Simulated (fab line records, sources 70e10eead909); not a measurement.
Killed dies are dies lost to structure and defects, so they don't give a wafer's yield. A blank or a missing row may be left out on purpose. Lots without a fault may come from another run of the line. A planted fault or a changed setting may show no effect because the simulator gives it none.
Chamber matching | flow nand_harc | NHARC_A_STAIRCASE_STRIP_476 on rie_diel-07: 4 sister chambers
The step strips in O2, time 20 s. 27 wafers are shown with their chamber, then 12 later ones without.

WAFERS WITH THEIR CHAMBER
wafer  | chamber | showerhead_plenum_p_Torr (Torr) | drypump_motor_current_A (A) | oes_product_au (a.u.)
L074.1 | 0       | 3.36                            | 5.8                         | 0.978
L074.4 | 2       | 3.33                            | 5.9                         | 0.994
L074.6 | 1       | 3.54                            | 5.8                         | 0.989
L075.2 | 0       | 3.36                            | 5.8                         | 0.990
L075.5 | 0       | 3.36                            | 5.8                         | 1.010
L075.6 | 3       | 3.57                            | 6.3                         | 1.011
L076.1 | 3       | 3.57                            | 6.3                         | 1.004
L076.2 | 1       | 3.54                            | 5.8                         | 0.995
L076.5 | 2       | 3.32                            | 5.9                         | 1.008
L079.2 | 3       | 3.56                            | 6.3                         | 1.001
L079.4 | 1       | 3.53                            | 5.8                         | 1.006
L079.5 | 2       | 3.32                            | 5.9                         | 1.014
L082.1 | 2       | 3.31                            | 6.0                         | 1.002
L082.2 | 3       | 3.56                            | 6.3                         | 0.984
L082.4 | 1       | 3.53                            | 5.8                         | 0.996
L086.1 | 1       | 3.52                            | 5.8                         | 0.991
L086.2 | 2       | 3.31                            | 5.9                         | 1.009
L086.5 | 1       | 3.52                            | 5.8                         | 0.995
L087.1 | 3       | 3.55                            | 6.3                         | 0.996
L087.5 | 3       | 3.55                            | 6.2                         | 0.999
L087.6 | 2       | 3.31                            | 5.9                         | 0.999
L089.2 | 3       | 3.55                            | 6.2                         | 0.991
L089.4 | 2       | 3.30                            | 6.0                         | 1.005
L089.6 | 2       | 3.30                            | 6.0                         | 1.011
L090.1 | 0       | 3.34                            | 5.8                         | 0.985
L090.4 | 1       | 3.51                            | 5.8                         | 0.984
L090.5 | 2       | 3.30                            | 5.9                         | 1.016

SIGNATURES (means of the wafers above)
reading                  | chamber 0 | chamber 1 | chamber 2 | chamber 3 | scatter within a chamber
showerhead_plenum_p_Torr | 3.3550    | 3.5271    | 3.3111    | 3.5586    | 0.0103
drypump_motor_current_A  | 5.800     | 5.800     | 5.933     | 6.271     | 0.0386
oes_product_au           | 0.99075   | 0.99371   | 1.00644   | 0.99800   | 0.00866
Rule: a wafer's distance from a chamber is the root of the sum, over the readings, of the square of ((its reading less the chamber's mean) divided by the reading's scatter). The wafer belongs to the nearest chamber; if the next one is less than 2 further off, it can't be placed. The scatter: the root of (the sum of the squares of (reading less its chamber's mean) over the shown wafers, divided by (wafers less chambers)).

WAFERS WITHOUT THEIR CHAMBER
wafer  | showerhead_plenum_p_Torr (Torr) | drypump_motor_current_A (A) | oes_product_au (a.u.)
L091.1 | 3.51                            | 5.8                         | 0.994
L091.2 | 3.33                            | 5.8                         | 0.993
L091.3 | 3.30                            | 5.9                         | 0.998
L094.1 | 3.51                            | 5.8                         | 0.992
L094.2 | 3.54                            | 6.2                         | 0.983
L094.5 | 3.54                            | 6.2                         | 0.975
L095.3 | 3.50                            | 5.8                         | 0.998
L095.4 | 3.29                            | 5.9                         | 1.003
L095.6 | 3.29                            | 6.0                         | 1.004
L096.1 | 3.33                            | 5.8                         | 0.991
L096.2 | 3.50                            | 5.8                         | 1.006
L096.6 | 3.54                            | 6.2                         | 0.986

WHICH CHAMBER EACH WENT THROUGH
wafer  | from the rows above     | in truth
L091.1 | 1                       | 1
L091.2 | can't be placed: 0 or 2 | 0
L091.3 | 2                       | 2
L094.1 | 1                       | 1
L094.2 | 3                       | 3
L094.5 | 3                       | 3
L095.3 | 1                       | 1
L095.4 | 2                       | 2
L095.6 | 2                       | 2
L096.1 | can't be placed: 0 or 2 | 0
L096.2 | 1                       | 1
L096.6 | 3                       | 3
Placed correctly: 10 of 12. Can't be placed from these rows: 2 (the true chamber is among the candidates in 2). Placed wrongly: 0.
